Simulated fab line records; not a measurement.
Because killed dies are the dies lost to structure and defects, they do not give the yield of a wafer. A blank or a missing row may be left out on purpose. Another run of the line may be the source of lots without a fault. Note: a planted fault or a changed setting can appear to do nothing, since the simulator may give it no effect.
What tool caused it?	flow nand_harc	at 1 step of a route of 1159, 11 lots with 33 wafers sampled

## WHAT THE GAUGES READ, wafer by wafer
NHARC_P_M1_CD_MEAS_16.
lot	measured	on	cd_nm (nm)
L324	day 5 21:22	cd_sem-01	130.3 131.5 130.3
L325	day 6 18:26	cd_sem-01	129.1 128.2 129.8
L326	day 6 19:22	cd_sem-03	130.4 130.9 131.7
L327	day 6 19:41	cd_sem-01	128.6 129.1 131.1
L329	day 7 06:25	cd_sem-01	130.2 129.0 129.0
L332	day 7 22:53	cd_sem-02	129.6 130.2 129.8
L331	day 7 23:18	cd_sem-02	130.4 130.7 130.7
L330	day 8 00:13	cd_sem-01	130.8 130.5 130.8
L342	day 10 11:30	cd_sem-03	128.8 128.8 128.7
L343	day 10 15:11	cd_sem-01	132.0 130.0 131.5
L345	day 11 01:08	cd_sem-02	130.7 130.0 130.0

## WHICH TOOL RAN EACH LOT (tool, then ch and the chambers of the sampled wafers, then the start)
The record shows no process step preceding these readings.

## THE ANSWER, worked out from the rows above alone
Rule: what is usual is taken from the lots themselves. Put in order of their means at a reading, lots are off if they are a third of the lots or fewer, leave a main group of 4 or more, and stand apart from it by a gap of 3 or more times the standard deviation of the main group's means; of several such gaps the widest counts. The tables above print the reading to a certain number of digits; a main group whose means all agree to those digits is not used. A lot without any number at a reading at which 4 lots or more have one is off too. All remaining lots with rows at the step are treated as sound.
Nothing can be told from this: no lot is off at any reading shown.

## WHAT WAS PUT IN BY THE SIMULATOR
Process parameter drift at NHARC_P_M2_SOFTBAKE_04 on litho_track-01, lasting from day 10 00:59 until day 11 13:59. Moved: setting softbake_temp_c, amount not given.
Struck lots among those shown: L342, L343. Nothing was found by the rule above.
